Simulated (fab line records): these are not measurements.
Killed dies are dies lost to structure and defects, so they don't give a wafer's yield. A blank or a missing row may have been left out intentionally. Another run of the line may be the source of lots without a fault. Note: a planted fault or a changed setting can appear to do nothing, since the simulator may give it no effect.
Split-lot study | flow n5 finfet | 7 lots, 39 wafers read, on a route of 1938 steps

ON THE SPLIT
At N5_BEOL_M15_ETCH_59 (etches BARC in N2/H2, target depth 89 nm, overetch 26.7 nm, time 67.9 s), the setting time s was moved away from the recipe's 67.9 s on 15 of the 39 wafers read, by -53.4% to +58.9%. This setting was run at the recipe's value on the other wafers.

FROM THE SPLIT TO THE READING: what the file shows between them, 5 steps
- N5_BEOL_M15_VIA_ETCH_16: etches SiO2 in C4F8/O2/Ar, target depth 1792.2 nm
- N5_BEOL_M15_STRIP_63: strips in O2
- N5_BEOL_M15_STRIP_64: strips in O2
- N5_BEOL_M15_STRIP_65: strips in post etch residue remover, time 60 s
- N5_BEOL_M15_SRD_66: time 30 s, dry time 30 s

THE READING
Shown in nm: cd nm at N5_BEOL_M15_CD_MEAS_17, with target cd 360 nm. A value of 359.4 nm with a standard deviation of 2.2 nm is what fault-free wafers of this fab line usually give.

wafer  | tool, chamber at the split | time s as run, s | against the recipe | cd nm, nm | against lot-mates on the recipe
L074.3 | rie diel-01, 3             | 67.9             | recipe             | 359.1     | -
L074.4 | rie diel-01, 1             | 67.9             | recipe             | 362.2     | -
L074.5 | rie diel-01, 3             | 67.9             | recipe             | 360.9     | -
L077.1 | rie diel-05, 1             | 67.9             | recipe             | 357.4     | -
L077.2 | rie diel-05, 0             | 67.9             | recipe             | 358.3     | -
L077.3 | rie diel-05, 2             | 107.9            | +58.9%             | 367.0     | +8.8
L077.4 | rie diel-05, 3             | 107.9            | +58.9%             | 368.1     | +9.9
L077.5 | rie diel-05, 2             | 67.9             | recipe             | 358.8     | -
L077.6 | rie diel-05, 1             | 107.9            | +58.9%             | 365.2     | +7.0
L078.1 | rie diel-05, 2             | 67.9             | recipe             | 357.0     | -
L078.2 | rie diel-05, 3             | 104              | +53.2%             | 366.6     | +8.1
L078.3 | rie diel-05, 1             | 104              | +53.2%             | 362.6     | +4.1
L078.4 | rie diel-05, 0             | 67.9             | recipe             | 360.1     | -
L078.5 | rie diel-05, 1             | 104              | +53.2%             | 365.2     | +6.7
L078.6 | rie diel-05, 2             | 67.9             | recipe             | 358.5     | -
L081.1 | rie diel-06, 0             | 31.64            | -53.4%             | 355.2     | -6.4
L081.2 | rie diel-06, 2             | 67.9             | recipe             | 360.9     | -
L081.3 | rie diel-06, 1             | 67.9             | recipe             | 360.6     | -
L081.4 | rie diel-06, 3             | 31.64            | -53.4%             | 353.1     | -8.5
L081.5 | rie diel-06, 1             | 67.9             | recipe             | 363.2     | -
L081.6 | rie diel-06, 2             | 31.64            | -53.4%             | 355.0     | -6.6
L088.1 | rie diel-01, 3             | 67.9             | recipe             | 364.4     | -
L088.2 | rie diel-01, 2             | 47.41            | -30.2%             | 355.6     | -6.8
L088.3 | rie diel-01, 1             | 47.41            | -30.2%             | 355.3     | -7.1
L088.4 | rie diel-01, 0             | 47.41            | -30.2%             | 359.5     | -2.9
L088.5 | rie diel-01, 0             | 67.9             | recipe             | 362.8     | -
L088.6 | rie diel-01, 1             | 67.9             | recipe             | 359.9     | -
L092.1 | rie diel-06, 2             | 67.9             | recipe             | 362.5     | -
L092.2 | rie diel-06, 3             | 67.9             | recipe             | 360.0     | -
L092.3 | rie diel-06, 1             | 67.9             | recipe             | 359.9     | -
L092.4 | rie diel-06, 0             | 67.9             | recipe             | 362.0     | -
L092.5 | rie diel-06, 0             | 67.9             | recipe             | 359.8     | -
L092.6 | rie diel-06, 1             | 67.9             | recipe             | 363.8     | -
L087.1 | rie diel-05, 0             | 101.1            | +48.9%             | 364.0     | +5.8
L087.2 | rie diel-05, 1             | 101.1            | +48.9%             | 364.6     | +6.4
L087.3 | rie diel-05, 3             | 67.9             | recipe             | 358.1     | -
L087.4 | rie diel-05, 2             | 67.9             | recipe             | 357.9     | -
L087.5 | rie diel-05, 0             | 101.1            | +48.9%             | 362.7     | +4.5
L087.6 | rie diel-05, 3             | 67.9             | recipe             | 358.7     | -

FIT RESULTS
A straight line over all 39 wafers: cd nm changes by +0.0984 nm for each +1% of time s; r = +0.85; the points scatter about the line by 1.9 nm.
The same after taking each lot's own level away (the mean of its wafers on the recipe; 39 wafers): +0.135 nm for each +1%; r = +0.94; scatter 1.5 nm.
Per that fit: largest time s move, reading shift of 7.9 nm.
Across the lots, their own levels run from 358.17 to 362.37 nm, a range of 1.9 times the standard deviation given above.
In other words, the slope is changed by the lot-to-lot level; the two fits disagree.
Check: with one of the wafers moved furthest among these (+58.9%) left out of the fit, the line predicts +7.59 nm for it against its lot-mates. It came out at +8.83 nm against them.

THE WHOLE CHAIN: every reading that the file lists as answering this split, in the file's order
step                    | what it does                                                            | reading                                                                          | change (the file's fit)                                                              | r (the file's)
N5_BEOL_M15_ETCH_59     | etches BARC in N2/H2, target depth 89 nm, overetch 26.7 nm, time 67.9 s | coat_of_BEOL_M15_COAT_04.thk nm (the simulator's own value, which no gauge read) | -0.633 nm for each +1% of the setting                                                | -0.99
N5_BEOL_M15_ETCH_59     | etches BARC in N2/H2, target depth 89 nm, overetch 26.7 nm, time 67.9 s | etch.depth nm (the simulator's own value, which no gauge read)                   | not straight: 53.97 at the lowest setting, 88.85 at the recipe, 89.16 at the highest | not given
N5_BEOL_M15_VIA_ETCH_16 | etches SiO2 in C4F8/O2/Ar, target depth 1792.2 nm                       | coat_of_BEOL_M15_COAT_04.thk nm (the simulator's own value, which no gauge read) | -0.584 nm for each +1% of the setting                                                | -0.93
N5_BEOL_M15_CD_MEAS_17  | target cd 360 nm                                                        | cd nm                                                                            | +0.133 nm for each +1% of the setting                                                | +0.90

THE FILE'S OWN FIT
cd nm changes by +0.133 nm for each +1% of time s, r = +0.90.
